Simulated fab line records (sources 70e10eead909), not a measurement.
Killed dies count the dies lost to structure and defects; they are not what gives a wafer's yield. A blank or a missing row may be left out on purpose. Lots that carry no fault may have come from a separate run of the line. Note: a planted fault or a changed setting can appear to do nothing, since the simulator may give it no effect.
Matching of chambers | flow nand_harc | cmp-01 running NHARC_P_CONTACT_CMP_24: 4 sister chambers
The step polishes, t overpolish 30 s, target thk 200 nm. 4 wafers are shown with their chamber, then 8 later ones without.

EACH WAFER AND ITS CHAMBER
wafer  | chamber | motor_current_A (A)
L081.2 | 1       | 11.9
L081.3 | 0       | 13.9
L081.4 | 3       | 9.5
L085.1 | 2       | 13.7

WAFERS WHOSE CHAMBER IS MISSING
wafer  | motor_current_A (A)
L085.3 | 11.8
L085.4 | 14.0
L093.3 | 11.6
L093.4 | 14.2
L093.5 | 9.6
L095.2 | 12.4
L095.3 | 13.7
L095.5 | 9.9

WHICH CHAMBER EACH ONE RAN IN
wafer  | from the rows above     | in truth
L085.3 | 1                       | 1
L085.4 | can't be placed: 0 or 2 | 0
L093.3 | 1                       | 1
L093.4 | can't be placed: 0 or 2 | 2
L093.5 | 3                       | 3
L095.2 | 1                       | 1
L095.3 | can't be placed: 2 or 0 | 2
L095.5 | 3                       | 3
5 of 8 placed correctly. From these rows, 3 cannot be placed; in 3 the true chamber is one of the candidates. Number placed wrongly: 0.
How it was worked out, from the rows above alone: a wafer's distance from a chamber is the root of the sum, over the readings, of the square of ((its reading less the chamber's mean) divided by the reading's scatter). The wafer belongs to the nearest chamber; if the next one is less than 2 further off, it can't be placed. A chamber's mean is the mean of its shown wafers. The scatter: root of mean squared gap, hidden wafer to nearest shown wafer, with one shown wafer a chamber.
